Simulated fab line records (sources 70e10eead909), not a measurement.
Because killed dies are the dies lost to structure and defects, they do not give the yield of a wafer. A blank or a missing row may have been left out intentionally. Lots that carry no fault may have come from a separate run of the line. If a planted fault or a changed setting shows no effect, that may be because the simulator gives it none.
Matching of chambers | flow nand-harc | 4 sister chambers for NHARC_P_GATE_STRIP_108 on rie-diel-03
The step strips in O2. 14 wafers are shown with their chamber, then 7 later ones without.

== EACH WAFER AND ITS CHAMBER ==
wafer  | chamber | showerhead-plenum-p-Torr (Torr) | drypump-motor-current-A (A) | oes-product-au (a.u.)
L259.2 | 0       | 3.43                            | 5.5                         | 0.998
L259.4 | 2       | 3.79                            | 6.0                         | 1.008
L259.6 | 1       | 3.68                            | 6.0                         | 0.989
L266.4 | 2       | 3.79                            | 6.1                         | 1.002
L266.5 | 0       | 3.43                            | 5.5                         | 1.007
L266.6 | 3       | 3.49                            | 5.7                         | 0.997
L271.2 | 1       | 3.68                            | 6.0                         | 0.992
L271.3 | 3       | 3.49                            | 5.7                         | 1.000
L271.6 | 1       | 3.68                            | 6.0                         | 0.989
L272.1 | 1       | 3.68                            | 6.0                         | 0.987
L272.2 | 0       | 3.43                            | 5.5                         | 0.994
L272.6 | 2       | 3.78                            | 6.0                         | 1.007
L273.2 | 1       | 3.68                            | 6.0                         | 0.990
L273.3 | 2       | 3.78                            | 6.0                         | 1.011

SIGNATURES (averages over the wafers above)
reading                  | chamber 0 | chamber 1 | chamber 2 | chamber 3 | scatter within a chamber
showerhead-plenum-p-Torr | 3.4300    | 3.6800    | 3.7850    | 3.4900    | 0.00316
drypump-motor-current-A  | 5.500     | 6.000     | 6.025     | 5.700     | 0.0274
oes-product-au           | 0.99967   | 0.98940   | 1.00700   | 0.99850   | 0.00385
Rule: for a wafer and a chamber, the distance is found by dividing, reading by reading, the gap between the wafer's reading and the chamber's mean by the reading's scatter, squaring, summing and taking the root. If the next closest chamber is less than 2 further off than the closest, the wafer can't be placed; otherwise it belongs to the closest. The scatter: take each reading less its chamber's mean, square it, sum over the shown wafers, divide by the number of wafers less the number of chambers, and take the root.

== WAFERS WHOSE CHAMBER IS MISSING ==
wafer  | showerhead-plenum-p-Torr (Torr) | drypump-motor-current-A (A) | oes-product-au (a.u.)
L273.6 | 3.68                            | 6.0                         | 0.993
L274.1 | 3.43                            | 5.5                         | 1.006
L274.2 | 3.68                            | 6.0                         | 0.993
L274.6 | 3.68                            | 6.0                         | 0.994
L279.2 | 3.78                            | 6.1                         | 1.002
L279.5 | 3.78                            | 6.1                         | 0.997
L279.6 | 3.68                            | 6.0                         | 0.990

== CHAMBER TAKEN BY EACH ==
wafer  | from the rows above | in truth
L273.6 | 1                   | 1
L274.1 | 0                   | 0
L274.2 | 1                   | 1
L274.6 | 1                   | 1
L279.2 | 2                   | 2
L279.5 | 2                   | 2
L279.6 | 1                   | 1
7 of 7 placed correctly. Number that these rows cannot place: 0. Number placed wrongly: 0.
